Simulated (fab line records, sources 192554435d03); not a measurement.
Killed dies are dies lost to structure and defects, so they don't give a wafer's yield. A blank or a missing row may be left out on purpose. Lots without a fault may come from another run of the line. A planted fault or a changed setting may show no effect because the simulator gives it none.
fab line records | flow n5_finfet
record lots=11 wafers=30 last_day=18
route steps=1938 shown HKMG_FIN@389 BEOL_M4@1111 PASSIVATION@1936
lots that met no fault: from a run of the same line without faults
start_h: hours from the record's first day to the start of the lot's first wafer shown | wait_h: hours since the lot's step before | " the same as in the row above | L1.1+2: a row that stands for several wafers | - no value, or no start given | * or withheld: withheld | < > ~ a bound
route shown NAME@n: a module of which the file shows steps, and the number in the route of the first | usual: mean/standard deviation of fault-free wafers | same: alike in all rows | chamber/n: place in a boat | sites: the reading at each site | _std_site: their standard deviation | _edge_site: outer sites' mean less inner sites' | radius_mm: how far each site lies from the wafer's centre | mask NAME#n: copy n | behind: the tool/chamber that last shaped the wafer | hold: why the lot was held/for how many hours/how that ended | device: the transistor (n, p or np) that didn't switch | end of line: the same wafers' tests at the end of the route | a step without rows: its recipe alone | killed: dies lost to structure and defects at the first sort, not the wafer's yield | map: a wafer's dies, x killed, . not, _ none there
set.NAME: the setting as run; set.NAME@STEP: as run at that earlier step | model.NAME: the simulator's own value behind a step, which no gauge read
steps of the route over a sample of lots; a table a step, a row a wafer
services: from which hour (start_h, from the record's first day; less than 0 if before it) a tool's chamber was out of use, for how many hours, and why
## steps
# step N5_HKMG_FIN_ALD_75
# recipe material=Al2O3 target_thk_a=10 temp_c=150 ald_precursor_family=TMA ald_co_reactant=H2O pulse_time_s=withheld co_reactant_pulse_time_s=1
# usual heater_power_w=150/19 precursor_pulse_height_rel=0.998/0.02 susceptor_temp_C=149.98/0.14
# columns lot.wafer tool chamber start_h wait_h heater_power_w precursor_pulse_height_rel susceptor_temp_C
L540.2 ald_hk-02 1 85.39 0.0 179 1.001 150.16
L540.3 " 2 " " 151 0.965 149.93
L541.2 ald_hk-01 3 89.49 0.0 165 0.965 149.97
L541.5 " 3 " " 164 1.029 150.07
L541.6 " 2 " " 120 0.996 150.23
L542.1 ald_hk-03 0 94.41 0.0 184 0.956 149.86
L542.4 " 3 " " 155 1.007 150.19
L542.5 " 1 " " 147 0.967 149.90
L543.3 ald_hk-01 2 101.20 0.0 118 1.007 149.80
L543.4 " 3 " " 160 1.031 150.01
L543.6 " 2 " " 120 0.994 150.05
L544.1 ald_hk-02 1 107.63 0.0 185 0.986 149.96
L544.3 " 0 " " 140 1.025 149.90
L544.4 " 2 " " 150 1.011 150.04
L545.2 ald_hk-01 3 113.40 0.0 163 0.992 150.10
L545.3 " 1 " " 144 0.997 150.08
L545.5 " 3 " " 166 1.001 149.87
L547.5 ald_hk-01 0 124.60 0.0 125 1.038 149.73
L547.6 " 1 " " 145 0.963 149.76
L549.1 ald_hk-03 0 135.15 0.0 189 1.035 150.09
L549.2 " 2 " " 158 1.006 150.24
L549.6 " 0 " " 186 0.996 149.99
L554.1 ald_hk-02 1 166.41 0.0 186 0.972 149.82
L554.3 " 3 " " 162 0.982 149.94
L554.5 " 1 " " 180 0.982 149.92
L558.2 ald_hk-02 3 189.69 0.0 159 1.008 150.09
L558.3 " 1 " " 180 0.983 149.95
L558.5 " 3 " " 163 1.009 149.83
L561.2 ald_hk-03 3 211.36 0.0 156 1.018 150.04
L561.4 " 0 " " 183 0.989 149.85
# step N5_HKMG_FIN_OVL_MEAS_50
# recipe points_per_wafer=44
# usual NDIPOLE_OVL=-0.2/0.73
# columns lot.wafer tool chamber start_h wait_h NDIPOLE_OVL[nm]
L540.2 overlay-01 0 85.77 0.0 -0.5
L540.3 " 0 " " -0.7
L541.2 overlay-02 0 89.99 0.0 -1.5
L541.5 " 0 " " -0.6
L541.6 " 0 " " -2.3
L542.1 overlay-01 0 94.78 0.0 0.7
L542.4 " 0 " " -0.7
L542.5 " 0 " " 0.1
L543.3 overlay-01 0 101.57 0.0 -0.1
L543.4 " 0 " " -0.8
L543.6 " 0 " " -0.2
L544.1 overlay-02 0 108.01 0.0 -0.7
L544.3 " 0 " " -0.5
L544.4 " 0 " " 1.1
L545.2 overlay-02 0 113.90 0.0 0.3
L545.3 " 0 " " 0.4
L545.5 " 0 " " 0.2
L547.5 overlay-02 0 125.07 0.0 -0.5
L547.6 " 0 " " -0.9
L549.1 overlay-02 0 135.52 0.0 1.0
L549.2 " 0 " " 0.6
L549.6 " 0 " " 0.6
L554.1 overlay-01 0 166.90 0.0 -0.6
L554.3 " 0 " " -0.1
L554.5 " 0 " " 0.0
L558.2 overlay-02 0 190.06 0.0 -0.6
L558.3 " 0 " " 0.4
L558.5 " 0 " " 0.2
L561.2 overlay-02 0 211.86 0.0 -0.2
L561.4 " 0 " " 0.1
# step N5_HKMG_FIN_THK_MEAS_70
# recipe thk_meas_gauge=xrf reads=HfO2_of_HKMG_FIN_HK_ALD_01
# usual HK_THK=1.611/0.021
# columns lot.wafer tool chamber start_h wait_h HK_THK[nm]
L540.2 film_metro-01 - 88.25 0.2 1.597
L540.3 " - " " 1.604
L541.2 film_metro-01 - 92.45 0.2 1.614
L541.5 " - " " 1.603
L541.6 " - " " 1.595
L542.1 film_metro-02 - 97.27 0.2 1.603
L542.4 " - " " 1.579
L542.5 " - " " 1.624
L543.3 film_metro-01 - 104.04 0.2 1.595
L543.4 " - " " 1.595
L543.6 " - " " 1.598
L544.1 film_metro-02 - 110.49 0.2 1.628
L544.3 " - " " 1.588
L544.4 " - " " 1.598
L545.2 film_metro-02 - 116.83 0.2 1.607
L545.3 " - " " 1.650
L545.5 " - " " 1.596
L547.5 film_metro-02 - 128.11 0.0 1.583
L547.6 " - " " 1.620
L549.1 film_metro-02 - 138.04 0.2 1.624
L549.2 " - " " 1.627
L549.6 " - " " 1.588
L554.1 film_metro-02 - 169.71 0.2 1.591
L554.3 " - " " 1.600
L554.5 " - " " 1.561
L558.2 film_metro-02 - 192.52 0.2 1.579
L558.3 " - " " 1.626
L558.5 " - " " 1.601
L561.2 film_metro-01 - 214.33 0.2 1.592
L561.4 " - " " 1.637
# step N5_HKMG_FIN_PWFM_ALD_03
# recipe material=TiN target_thk_a=20 temp_c=400 ald_precursor_family=TiCl4 ald_co_reactant=NH3 pulse_time_s=1 purge_time_s=3 co_reactant_purge_time_s=2 co_reactant_pulse_time_s=2 ald_cycles=91 pressure_torr=3
# usual ald_cycles=91/0 heater_power_w=892/110 precursor_pulse_height_rel=0.999/0.018 susceptor_temp_C=400.01/0.22
# columns lot.wafer tool chamber start_h wait_h ald_cycles heater_power_w precursor_pulse_height_rel susceptor_temp_C
L540.2 ald_metal-03 1 88.29 0.0 91 1038 1.008 399.72
L540.3 " 3 " " 91 731 1.026 400.41
L541.2 ald_metal-04 1 92.49 0.0 91 944 0.980 400.18
L541.5 " 3 " " 91 827 0.982 399.80
L541.6 " 2 " " 91 770 1.013 400.37
L542.1 ald_metal-03 2 97.31 0.0 91 972 1.037 400.17
L542.4 " 3 " " 91 744 0.992 400.01
L542.5 " 1 " " 91 1029 0.996 400.03
L543.3 ald_metal-04 0 104.14 0.1 91 1033 1.030 399.87
L543.4 " 2 " " 91 758 1.006 400.11
L543.6 " 1 " " 91 1002 0.998 399.91
L544.1 ald_metal-02 1 110.52 0.0 91 869 1.023 400.31
L544.3 " 3 " " 91 917 0.989 399.73
L544.4 " 2 " " 91 801 1.024 399.75
L545.2 ald_metal-04 3 116.86 0.0 91 852 0.948 399.88
L545.3 " 1 " " 91 964 1.022 399.97
L545.5 " 1 " " 91 954 1.008 399.89
L547.5 ald_metal-02 2 128.36 0.3 91 806 0.998 399.86
L547.6 " 1 " " 91 857 1.010 400.25
L549.1 ald_metal-04 0 138.08 0.0 91 1070 0.977 400.08
L549.2 " 1 " " 91 980 1.001 399.69
L549.6 " 1 " " 91 994 0.964 399.79
L554.1 ald_metal-03 1 169.75 0.0 103 1026 0.994 400.50
L554.3 " 2 " " 103 933 1.006 399.85
L554.5 " 0 " " 103 890 0.969 399.94
L558.2 ald_metal-03 3 192.56 0.0 103 742 1.037 399.92
L558.3 " 2 " " 103 957 0.982 400.20
L558.5 " 0 " " 103 863 0.969 400.25
L561.2 ald_metal-02 3 214.36 0.0 91 890 1.041 399.96
L561.4 " 1 " " 91 851 0.999 400.30
# step N5_BEOL_M4_RC_MEAS_101
# usual DIBL_N=36.1/2 DIBL_P=36.3/2.5 IOFF_N=0.16/0.037 IOFF_P=0.21/0.039 ION_N=678/15 ION_P=465/8.7 SS_N=71.4/0.7 SS_P=73.3/0.74 VT_N=249/3.6 VT_P=-250.0/2.9 VT_P_LVT=-97.5/2.8
# columns lot.wafer tool chamber start_h wait_h DIBL_N[mV/V] DIBL_P[mV/V] IOFF_N[nA/um] IOFF_P[nA/um] ION_N[uA/um] ION_P[uA/um] SS_N[mV/dec] SS_P[mV/dec] VT_N[mV] VT_P[mV] VT_P_LVT[mV]
L541.2 prober-02 0 181.22 0.2 33.3 30.4 0.09 0.15 643 452 70.6 72.3 257 -252.8 -102.8
L541.5 " 0 " " 36.9 35.9 0.14 0.21 684 470 71.0 72.7 250 -250.1 -99.7
L541.6 " 0 " " 33.6 30.2 0.09 0.14 642 443 70.6 71.8 258 -255.9 -106.3
L540.2 prober-01 0 191.52 0.2 35.7 35.4 0.14 0.17 675 457 70.6 73.0 254 -255.2 -101.5
L540.3 " 0 " " 37.6 37.8 0.18 0.22 674 460 72.1 74.7 249 -249.7 -98.1
L542.1 prober-01 0 195.83 0.0 37.2 35.6 0.17 0.23 688 472 71.7 74.1 249 -251.1 -97.0
L542.4 " 0 " " 39.2 36.4 0.20 0.25 681 459 72.3 73.8 247 -249.6 -95.4
L542.5 " 0 " " 38.7 36.8 0.18 0.26 688 473 72.6 73.2 249 -251.2 -95.7
L543.3 prober-02 0 198.11 0.3 36.2 37.4 0.16 0.21 679 463 71.7 73.2 249 -253.5 -98.3
L543.4 " 0 " " 34.6 35.8 0.13 0.18 671 466 71.1 72.5 256 -253.8 -101.5
L543.6 " 0 " " 37.3 39.0 0.19 0.23 688 467 72.2 74.0 250 -251.7 -99.5
L544.1 prober-01 0 198.46 0.1 34.8 35.2 0.14 0.18 687 470 71.5 72.7 251 -250.1 -100.5
L544.3 " 0 " " 34.5 35.1 0.13 0.17 670 459 71.3 73.1 251 -251.9 -100.7
L544.4 " 0 " " 38.4 40.7 0.21 0.27 687 472 72.4 74.3 244 -245.6 -95.2
L545.2 prober-02 0 199.78 0.2 32.3 30.4 0.09 0.14 653 459 70.1 71.2 257 -253.7 -103.7
L545.3 " 0 " " 34.5 33.9 0.12 0.18 666 465 71.4 73.0 251 -250.1 -100.6
L545.5 " 0 " " 37.8 38.5 0.17 0.25 672 467 71.9 73.8 248 -247.8 -97.6
L547.5 prober-01 0 234.30 0.6 33.9 33.0 0.12 0.17 663 464 71.1 72.9 255 -251.0 -98.5
L547.6 " 0 " " 37.4 38.3 0.17 0.26 678 469 71.9 74.4 249 -245.3 -93.6
L549.1 prober-01 0 255.86 0.0 34.2 32.9 0.12 0.19 666 463 70.9 72.2 253 -250.1 -96.7
L549.2 " 0 " " 35.7 34.2 0.14 0.20 675 466 71.2 73.9 252 -249.2 -96.6
L549.6 " 0 " " 39.3 38.5 0.20 0.28 667 456 73.3 73.9 247 -248.1 -93.3
L554.1 prober-02 0 283.95 0.0 32.4 32.2 0.11 0.19 659 462 70.8 71.7 252 -247.4 -91.2
L554.3 " 0 " " 35.0 36.2 0.15 0.26 670 472 71.6 73.5 250 -244.8 -88.2
L554.5 " 0 " " 32.9 34.0 0.13 0.23 675 476 70.4 71.8 248 -245.4 -88.8
L561.2 prober-02 0 313.26 0.2 34.2 34.1 0.13 0.18 676 466 70.1 73.3 251 -251.3 -98.5
L561.4 " 0 " " 36.9 37.5 0.16 0.23 672 468 71.6 74.1 251 -249.1 -96.9
L558.2 prober-02 0 318.78 0.2 37.0 35.8 0.17 0.32 676 473 71.6 73.8 248 -241.9 -88.1
L558.3 " 0 " " 35.6 35.0 0.15 0.29 675 481 71.8 73.3 250 -238.3 -89.7
L558.5 " 0 " " 33.9 33.2 0.13 0.27 679 485 70.7 73.0 252 -238.9 -89.3
# step N5_PASSIVATION_PROBE_49
# usual defect_limited_yield=91.1/1.3 killed_at_M0_to_M3=32/9.7 killed_at_M4_up=16/6 killed_at_contacts=12/5.9 killed_at_front_end=41/11 killed_at_other=4/3.1 killed_dies=104/16 killed_open=68/12 killed_short=34/7.4 sort_bin_5_function=5.1/0.85 sort_bin_6_memory=3.3/0.66 sort_bin_8_speed=0.1/0.53 sort_n_pass=1075/16 sort_yield_pct=91.1/1.4
# same gross_dies=1180 killed_at_back_side=0 sort_bin_4_leakage[%]=0
# columns lot.wafer tool chamber start_h wait_h defect_limited_yield[%] killed_at_M0_to_M3 killed_at_M4_up killed_at_contacts killed_at_front_end killed_at_other killed_dies killed_open killed_short sort_bin_5_function[%] sort_bin_6_memory[%] sort_bin_8_speed[%] sort_n_pass sort_yield_pct[%]
L554.1 prober-02 - 394.65 0.0 93.7 15 16 12 29 2 74 51 22 3.5 2.8 0 1106 93.7
# killed by level:class
L554.1 MOL_CONTACT_COAG:geometric_particle:open=10 STI_FIN_REVEAL:geometric_particle:open=8 FIN_SAQP:geometric_particle:open=5 BEOL_M4:geometric_particle:open=5 BEOL_M2:geometric_particle:open=4 STARTING-WAFER:geometric_particle:short=4 FIN_SAQP:geometric_particle:short=3 GATE_CUT:geometric_particle:short=3
## services
# columns tool chamber start_h hours kind
ald_metal-02 2 84.62 7.1 repair
ald_hk-03 - 119.00 8.7 pm
ald_hk-01 - 121.87 2.3 repair
ald_metal-03 - 129.05 2.8 pm
ald_metal-04 - 143.52 6.0 pm
ald_metal-02 1 151.25 1.7 repair
ald_metal-02 - 151.83 8.7 pm
ald_metal-02 - 178.46 6.0 pm
ald_hk-02 - 192.36 6.0 pm
## key
first_sign step=N5_HKMG_FIN_PWFM_ALD_03 reading=ald_cycles direction=up sigmas=99+ usual=* struck=*
effect step=N5_BEOL_M4_RC_MEAS_101 reading=VT_P_LVT direction=up sigmas=2.9 usual=-97.5 struck=-89.2
effect step=N5_BEOL_M4_RC_MEAS_101 reading=VT_P direction=up sigmas=2.4 usual=-250.0 struck=-242.8
met_at N5_HKMG_FIN_PWFM_ALD_03
struck_lots L554,L558
not_acting_at N5_HKMG_FIN_ALD_75,N5_HKMG_FIN_OVL_MEAS_50,N5_HKMG_FIN_THK_MEAS_70
onset_between 97.31 169.75
fault kind=process_parameter_drift tool=ald_metal-03 chamber=- onset_h=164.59 steps=N5_HKMG_FIN_PWFM_ALD_03 channel=ald_cycles offset=* shape=step end_h=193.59 acts_in=* stated=*
